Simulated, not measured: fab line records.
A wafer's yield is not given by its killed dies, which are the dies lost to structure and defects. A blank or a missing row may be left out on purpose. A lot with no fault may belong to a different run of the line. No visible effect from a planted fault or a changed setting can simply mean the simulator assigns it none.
Matching of chambers    flow n5_finfet    3 sister chambers for N5_BEOL_M12_DEP_53 on pecvd-03
The step deposits SiCN from 3MS/NH3, target thk 30 nm, time 10.5 s. 6 wafers are shown with their chamber, then 11 later ones without.

WAFERS PAIRED WITH THEIR CHAMBERS
wafer   chamber  throttle_valve_pct (%)  showerhead_plenum_p_Torr (Torr)
L081.3  0        18.8                    4.160
L081.6  0        18.5                    4.162
L084.3  1        19.8                    4.165
L084.4  2        17.9                    4.140
L084.5  1        19.9                    4.165
L088.2  2        18.1                    4.147

WAFERS MISSING THEIR CHAMBER
wafer   throttle_valve_pct (%)  showerhead_plenum_p_Torr (Torr)
L088.4  19.8                    4.152
L088.5  18.6                    4.154
L093.2  19.7                    4.160
L093.3  18.5                    4.156
L093.5  18.7                    4.153
L091.3  19.8                    4.150
L091.5  18.0                    4.151
L091.6  19.8                    4.153
L094.1  18.0                    4.153
L094.5  20.0                    4.151
L094.6  17.9                    4.143

THE CHAMBER EACH PASSED THROUGH
wafer   from the rows above      in truth
L088.4  1                        1
L088.5  0                        0
L093.2  1                        1
L093.3  0                        0
L093.5  0                        0
L091.3  1                        1
L091.5  2                        2
L091.6  1                        1
L094.1  can't be placed: 2 or 0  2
L094.5  1                        1
L094.6  2                        2
10 of 11 placed correctly. From these rows, 1 cannot be placed; in 1 the true chamber is one of the candidates. 0 placed wrongly.
How it was worked out, from the rows above alone: a wafer's distance from a chamber is the root of the sum, over the readings, of the square of ((its reading less the chamber's mean) divided by the reading's scatter). If the next closest chamber is less than 2 further off than the closest, the wafer can't be placed; otherwise it belongs to the closest. A chamber's mean is the mean of its shown wafers. The scatter is the square root of a quotient: the sum, over the shown wafers, of each reading's squared deviation from its chamber's mean, divided by wafers minus chambers.
